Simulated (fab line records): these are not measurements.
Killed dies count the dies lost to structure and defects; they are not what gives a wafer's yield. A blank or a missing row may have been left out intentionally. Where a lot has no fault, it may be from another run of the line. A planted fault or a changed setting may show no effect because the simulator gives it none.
A lot that was struck, set against a sound lot ; flow nandHarc ; 15 out of 1159 route steps
Sound: the wafers L142.1, L142.5, L142.6. Struck: wafer L159.1 (L159.2, L159.4, from the same lot, were not struck and are left out); the cause is given at the end.
Each step with rows lists, per side, the tool, then ch with its chambers, then its first start. Under that, the readings that differ: sound wafers ; struck wafers ; difference of the means ; sigmas: that difference in standard deviations of wafers without a fault.
alike: readings whose means differ by less than 2 such deviations, and words and numbers that are the same on both sides. not compared: withheld readings, readings that some wafer has no value for, bounds like >300 that may hide the same value, and numbers for which the record gives no deviation and whose values overlap.
A row with sigmas, a row that says differs or no value, or rows on one side alone: a step with any of these is where the two part. Numbers that don't overlap but have no deviation are shown without sigmas and don't part them. A reading that every wafer of one side lacks parts them only if that side has two wafers or more.

first, 8 steps without rows for these wafers: NHARC_A_BONDPAD_HMDS_02 (time 30 s); NHARC_A_BONDPAD_COAT_33 (time 65 s); NHARC_A_BONDPAD_COAT_03 (resist thk 600 nm); NHARC_A_BONDPAD_SOFTBAKE_04 (time 70 s); NHARC_A_BONDPAD_EBR_05; NHARC_A_BONDPAD_EXPOSE_06 (exposes mask A BPAD); NHARC_A_BONDPAD_PEB_07 (peb time 80 s); NHARC_A_BONDPAD_DEVELOP_08 (time 50 s).
NHARC_A_BONDPAD_CD_MEAS_09: target cd 500 nm.
  sound on cdSem-03 ch 0, day 18 01:54; struck on cdSem-03 ch 0, day 22 02:32
  alike: cdNm
NHARC_A_BONDPAD_OVL_MEAS_35:
  sound: overlay-01 at day 18 01:59; struck: overlay-01 at day 22 02:38
  alike: overlayXNm, overlayYNm
then, 1 step without rows for these wafers: NHARC_A_BONDPAD_HARDBAKE_10 (time 65 s).
NHARC_A_BONDPAD_DESCUM_11: chemistry O2, time 3 s.
  sound on rieDiel-06 ch 0,2,3, day 18 02:08; struck on rieDiel-06 ch 0, day 22 02:45
reading;sound;struck;difference;sigmas
o2FlowSccm (sccm);200.3 201.3 200.0;199.0;-1.5;-2
rfVppV (V);58.2 57.9 59.1;56.4;-2.0;-2
  alike: drypumpMotorCurrentA, oesProductAu, showerheadPlenumPTorr, throttleValvePct
  not compared: rfHoursCounterH
NHARC_A_BONDPAD_ETCH_34: etches the open film in N2/H2, target depth 60 nm, overetch 18 nm, time 65.91 s.
  sound on rieDiel-06 ch 0,1,3, day 18 02:13; struck on rieDiel-06 ch 0, day 22 02:50
reading;sound;struck;difference;sigmas
oesProductAu (a.u.);1.016 0.984 0.994;0.806;-0.192;-16
  alike: drypumpMotorCurrentA, rfVppV, showerheadPlenumPTorr, throttleValvePct
  not compared: rfHoursCounterH
NHARC_A_BONDPAD_ETCH_12: etches the open film in CHF3/O2, target depth 220 nm, time 110 s.
  sound: rieDiel-06 ch 2,3; struck: rieDiel-06 ch 3
  alike: drypumpMotorCurrentA, o2FlowSccm, oesProductAu, rfVppV, showerheadPlenumPTorr, throttleValvePct
  not compared: rfHoursCounterH
NHARC_END_SORT_01:
  sound on prober-02 ch 0, day 19 21:52; struck on prober-02 ch 0, day 23 13:27
reading;sound;struck;difference;sigmas
sort_bin_3_pct (%);0 0.74 0.59;0;+0;-2
  alike: defectLimitedYield, killedAtArray, killedAtOther, killedAtPeriphery, killedDies, killedOpen, killedShort, sort_bin_2_pct, sort_bin_4_pct, sortNPass, sortRimYieldPct, sortYieldPct

## WHERE THEY PART
Earliest at NHARC_A_BONDPAD_DESCUM_11; latest, in this record, at NHARC_END_SORT_01.

WHY: what the simulator had put in
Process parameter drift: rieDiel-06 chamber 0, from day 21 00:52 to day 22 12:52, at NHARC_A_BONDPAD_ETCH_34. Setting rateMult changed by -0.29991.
